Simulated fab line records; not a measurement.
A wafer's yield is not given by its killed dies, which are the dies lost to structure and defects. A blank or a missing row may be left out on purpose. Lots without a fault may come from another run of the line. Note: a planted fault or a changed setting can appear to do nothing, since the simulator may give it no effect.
Comparing a struck lot with a sound one | flow n5-finfet | 15 out of 1938 route steps
Sound: these wafers, L382.2, L382.3, L382.5. Struck: wafer L391.2. (L391.1 of the same lot was not struck and is left out.) The cause comes at the end.
Order at every step that has rows: each side's tool, ch and its chambers, its first start. Under that, the readings that differ: sound wafers | struck wafers | difference of the means | sigmas: that difference in standard deviations of wafers without a fault.
alike: words and numbers the same on both sides, and readings whose means are apart by under 2 such deviations; not compared: readings that were withheld, readings missing a value for some wafer, numbers with overlapping values and no deviation given by the record, and bounds like >300 which may hide the same value.
A row with sigmas, a row that says differs or no value, or rows on one side alone: a step with any of these is where the two part. Numbers that have no deviation but don't overlap get no sigmas and don't part them. A reading that every wafer of one side lacks parts them only if that side has two wafers or more.

N5_BEOL_M6_TRENCH_ETCH_37: etches SiCOH lowk in C4F6/O2, target depth 94.435 nm, time 31.5 s.
  sound on rie-diel-06 ch 0,1,3; struck on rie-diel-04 ch 0
  reading                         | sound          | struck | difference | sigmas
  rf-vpp-V (V)                    | 678 664 673    | 649    | -23        | -2
  showerhead-plenum-p-Torr (Torr) | 3.04 2.88 3.02 | 2.77   | -0.21      | -2
  alike: chamber-pressure-mTorr, drypump-motor-current-A, oes_ar_750_au, oes-product-au, throttle-valve-pct
  not compared: rf-hours-counter-h
N5_BEOL_M6_ETCH_41: etches SiCN in CH3F/O2, target depth 29.7 nm, time 52 s.
  sound on rie-diel-06 ch 0,1,3; struck on rie-diel-04 ch 0
  reading                         | sound          | struck | difference | sigmas
  showerhead-plenum-p-Torr (Torr) | 2.14 2.02 2.12 | 1.94   | -0.15      | -2
  alike: chamber-pressure-mTorr, drypump-motor-current-A, oes-product-au, rf-vpp-V, throttle-valve-pct
  not compared: rf-hours-counter-h
then, 1 step without rows for these wafers: N5_BEOL_M6_STRIP_80 (strips in N2/H2, time 10 s).
N5_BEOL_M6_OCD_MEAS_38:
  sound on ocd-01, day 10 11:31; struck on ocd-01, day 12 18:08
  alike: trench-depth-nm
then, 4 steps without rows for these wafers: N5_BEOL_M6_HM_STRIP_39 (strips TiN in peroxide tin strip, target depth 25 nm, time 158 s); N5_BEOL_M6_SRD_40 (time 30 s); N5_BEOL_M6_PRECLEAN_42 (cleans in residue remover, time 60 s); N5_BEOL_M6_SRD_43 (time 30 s).
N5_BEOL_M6_CD_MEAS_35: target cd 40 nm, target cd y 28 nm.
  sound on cd-sem-03, day 10 11:40; struck on cd-sem-01, day 12 18:17
  alike: cd-nm
then, 1 step without rows for these wafers: N5_BEOL_M6_CURE_75 (cures SiCOH lowk, time 120 s).
N5_BEOL_M6_DEGAS_44: time 60 s.
  sound on pvd-sputter-02, day 10 12:17; struck on pvd-sputter-01, day 12 18:43
  alike: heater-power-w
N5_BEOL_M6_PRE_CLEAN_45: time 30 s.
  sound on pvd-sputter-02, day 10 12:19; struck on pvd-sputter-01, day 12 18:46
  alike: heater-power-w
N5_BEOL_M6_ALD_77: deposits TaN, target thk 2 nm, pulse time 2 s, purge time 3 s.
  sound on ald-metal-03 ch 0,2, day 10 12:34; struck on ald-metal-03 ch 1, day 12 18:52
  reading                      | sound | struck | difference | sigmas
  co-reactant-pulse-time-s (s) | 3 3 3 | 3.5354 | +0.5354    |
  alike: heater-power-w, mfc-carrier-sccm
N5_BEOL_M6_SURFACE_TREAT_79:
  sound on pvd-sputter-02, day 10 12:55; struck on pvd-sputter-01, day 12 19:28
  not compared: pressure-mtorr, throttle-valve-pct
-- the record jumps here: 4 days lie between the struck wafers' starts before and after (it left off in module BEOL_M6 and takes up again in module PASSIVATION, whose first step shown is number 1936 of the route) --
N5_PASSIVATION_PROBE_49:
  sound on prober-02, day 14 06:07; struck on prober-02, day 16 12:35
  alike: defect-limited-yield, killed_at_M0_to_M3, killed_at_M4_up, killed-at-contacts, killed-at-front-end, killed-at-other, killed-dies, killed-on-rim, killed-open, killed-short, sort_bin_5_function, sort_bin_6_memory, sort_bin_8_speed, sort-n-pass, sort-yield-pct

WHERE THEY PART
Earliest at N5_BEOL_M6_TRENCH_ETCH_37; latest, in this record, at N5_BEOL_M6_ETCH_41. Later steps at which nothing parts them and some readings are alike: N5_BEOL_M6_OCD_MEAS_38, N5_BEOL_M6_CD_MEAS_35, N5_BEOL_M6_DEGAS_44, N5_BEOL_M6_PRE_CLEAN_45, N5_BEOL_M6_ALD_77, N5_PASSIVATION_PROBE_49.

WHY: what the simulator had put in
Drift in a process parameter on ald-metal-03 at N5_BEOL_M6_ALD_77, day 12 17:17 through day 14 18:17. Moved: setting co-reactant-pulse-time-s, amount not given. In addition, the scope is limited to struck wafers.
